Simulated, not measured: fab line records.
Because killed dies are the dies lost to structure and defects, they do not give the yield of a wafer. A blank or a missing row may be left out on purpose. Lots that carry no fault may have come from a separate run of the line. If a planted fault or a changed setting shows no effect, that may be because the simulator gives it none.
What tool caused it?	flow nandHarc	36 wafers from 12 lots sampled at 5 of the route's 1302 steps

WHAT THE GAUGES SHOWED, per wafer
NHARC_END_SORT_01.
lot	measured	on	defectLimitedYield (%)	killedAtArray	killedAtOther	killedAtPeriphery	killedDies	killedOpen	killedShort
L419	day 27 14:01	prober-01	93.1 92.5 92.6	45 47 45	0 0 1	2 4 4	47 51 50	2 2 1	2 2 4
L422	day 28 18:31	prober-02	0 0 0	71 87 65	2 1 2	604 589 610	677 677 677	2 6 2	4 5 0
L423	day 29 12:00	prober-01	0 0 0	38 36 41	0 0 0	639 641 636	677 677 677	2 6 5	0 3 2
L424	day 29 20:11	prober-01	90.7 90.3 90.5	57 61 59	2 0 2	4 5 3	63 66 64	5 3 3	3 1 1

WHICH TOOL RAN EACH LOT (tool, then ch and the chambers of the sampled wafers, then the start)
lot	NHARC_P_M2_PVD_20	NHARC_P_BONDPAD_CMP_32	NHARC_P_BONDPAD_ETCH_37	NHARC_P_BONDPAD_PRE_CLEAN_26
L412	pvdSputter-02, day 6 13:59 or earlier	cmp-04 ch 0,1,3, day 6 13:59	rieDiel-09 ch 0,2, day 6 15:05	pvdSputter-03, no start
L413	pvdSputter-02, day 7 04:16 or earlier	cmp-02 ch 0,2,3, day 7 04:16	rieDiel-01 ch 0,1,2, day 7 05:44	pvdSputter-03, no start
L414	pvdSputter-02, day 7 07:04 or earlier	cmp-02 ch 0,1,3, day 7 07:04	rieDiel-12 ch 0,3, day 7 08:01	pvdSputter-03, no start
L417	pvdSputter-01, day 8 13:49 or earlier	cmp-01 ch 2,3, day 8 13:49	rieDiel-09 ch 0,2,3, day 8 14:47	pvdSputter-01, no start
L418	pvdSputter-03, day 9 01:10 or earlier	cmp-01 ch 0,1,2, day 9 01:10	rieDiel-12 ch 0,3, day 9 02:20	pvdSputter-03, no start
L419	pvdSputter-03, day 9 09:07 or earlier	cmp-02 ch 1,2,3, day 9 09:07	rieDiel-12 ch 0,3, day 9 10:10	pvdSputter-01, day 27 14:01 or earlier
L422	pvdSputter-03, day 10 21:58 or earlier	cmp-02 ch 0,1,3, day 10 21:58	rieDiel-12 ch 0,2,3, day 10 23:04	pvdSputter-03, day 28 18:31 or earlier
L423	pvdSputter-01, day 11 03:35 or earlier	cmp-02 ch 0,1,3, day 11 03:35	rieDiel-01 ch 0,1, day 11 04:43	pvdSputter-03, day 29 12:00 or earlier
L424	pvdSputter-01, day 11 16:20 or earlier	cmp-01 ch 0,2,3, day 11 16:20	rieDiel-12 ch 0,1,3, day 11 17:27	pvdSputter-02, day 29 20:11 or earlier
L431	pvdSputter-01, day 14 11:21 or earlier	cmp-01 ch 0,2,3, day 14 11:21	rieDiel-12 ch 1,2, day 14 12:28	pvdSputter-01, no start
L433	pvdSputter-02, day 15 07:01 or earlier	cmp-02 ch 1,2,3, day 15 07:01	rieDiel-01 ch 0,1, day 15 08:00	pvdSputter-02, no start
L435	pvdSputter-02, day 15 23:50 or earlier	cmp-02 ch 0,1,3, day 15 23:50	rieDiel-12 ch 0,2,3, day 16 00:50	pvdSputter-02, no start
- NHARC_P_M2_PVD_20: deposits TaN, target thk 5 nm, time 8.06 s.
- NHARC_P_BONDPAD_CMP_32: polishes SiCN, target thk 200 nm.
- NHARC_P_BONDPAD_ETCH_37: etches the open film in N2/H2, target depth 60 nm, overetch 18 nm, time 65.91 s.
- NHARC_P_BONDPAD_PRE_CLEAN_26: time 30 s.

WHAT THE TOOLS THEMSELVES READ (means of the sampled wafers that have a number; where no wafer has one, the mark that the record gives instead)
NHARC_P_M2_PVD_20.
lot	tool	chamberPressurePa (Pa)	throttleValvePct (%)
L412	pvdSputter-02	0.11978	29.8
L413	pvdSputter-02	0.11982	30.3
L414	pvdSputter-02	0.12006	29.8
L417	pvdSputter-01	0.11995	30.9
L418	pvdSputter-03	0.12016	29.9
L419	pvdSputter-03	0.12036	30.0
L422	pvdSputter-03	0.11985	30.6
L423	pvdSputter-01	0.11995	29.5
L424	pvdSputter-01	0.11992	29.7
L431	pvdSputter-01	0.12019	28.7
L433	pvdSputter-02	0.11998	30.1
L435	pvdSputter-02	0.12017	30.5

NHARC_P_BONDPAD_CMP_32.
lot	tool	motorCurrentA (A)
L412	cmp-04	12.0
L413	cmp-02	11.1
L414	cmp-02	11.3
L417	cmp-01	11.8
L418	cmp-01	10.9
L419	cmp-02	11.4
L422	cmp-02	11.2
L423	cmp-02	10.9
L424	cmp-01	11.4
L431	cmp-01	11.4
L433	cmp-02	11.8
L435	cmp-02	11.2

NHARC_P_BONDPAD_ETCH_37.
lot	tool	biasW (W)	chamberPressureMTorr (mTorr)	drypumpMotorCurrentA (A)	oesProductAu (a.u.)	rfVppV (V)	showerheadPlenumPTorr (Torr)	throttleValvePct (%)
L412	rieDiel-09	150.2	29.989	5.4	1.001	427.7	1.96	14.176
L413	rieDiel-01	149.8	30.005	5.5	0.998	432.1	2.08	14.182
L414	rieDiel-12	149.5	29.962	5.4	0.990	433.0	2.12	14.168
L417	rieDiel-09	150.2	29.985	5.7	1.004	429.8	2.02	14.162
L418	rieDiel-12	149.7	29.978	5.4	0.996	433.2	2.12	14.182
L419	rieDiel-12	149.9	29.992	5.4	0.991	432.8	2.12	14.163
L422	rieDiel-12	-	-	-	-	-	-	-
L423	rieDiel-01	-	-	-	-	-	-	-
L424	rieDiel-12	149.7	30.010	5.6	0.996	433.2	2.14	14.176
L431	rieDiel-12	150.0	30.010	5.2	1.008	432.9	2.14	14.167
L433	rieDiel-01	150.1	30.005	5.6	1.015	431.7	2.09	14.177
L435	rieDiel-12	149.7	29.967	5.3	1.001	432.2	2.12	14.173

NHARC_P_BONDPAD_PRE_CLEAN_26.
lot	tool	heaterPowerW (W)
L412	pvdSputter-03	431
L413	pvdSputter-03	419
L414	pvdSputter-03	441
L417	pvdSputter-01	412
L418	pvdSputter-03	452
L419	pvdSputter-01	401
L422	pvdSputter-03	467
L423	pvdSputter-03	434
L424	pvdSputter-02	451
L431	pvdSputter-01	395
L433	pvdSputter-02	385
L435	pvdSputter-02	385

THE ANSWER, worked out from the rows above alone
Rule: the usual values come from the lots themselves. Put in order of their means at a reading, lots are off if they are a third of the lots or fewer, leave a main group of 4 or more, and stand apart from it by a gap of 3 or more times the standard deviation of the main group's means; of several such gaps the widest counts. If all means in a main group match to the digits the tables above print for the reading, that group is not used. A lot without any number at a reading at which 4 lots or more have one is off too. Any other lot the step has rows for is counted as sound. The gauges are gone through in route order, then the tools' own readings, and for those a lot's mean is taken as printed above. The first step at which some lot is off is used, and at that step the reading that is off furthest; a lot without a number counts as furthest.
Off, at NHARC_P_BONDPAD_ETCH_37 on biasW: L422, L423. Without a number there: L422, L423. Mean 149.9 W and standard deviation 0.23 in the main group.
If a tool, at that step or one of the process steps before it, ran each lot that is off and ran no sound lot following the first of them, it fits. With no start given for some of its lots, NHARC_P_M2_PVD_20 uses the hours and lot order of NHARC_P_BONDPAD_CMP_32. Not one of the candidates tried fits.

WHAT THE SIMULATOR HAD PUT IN
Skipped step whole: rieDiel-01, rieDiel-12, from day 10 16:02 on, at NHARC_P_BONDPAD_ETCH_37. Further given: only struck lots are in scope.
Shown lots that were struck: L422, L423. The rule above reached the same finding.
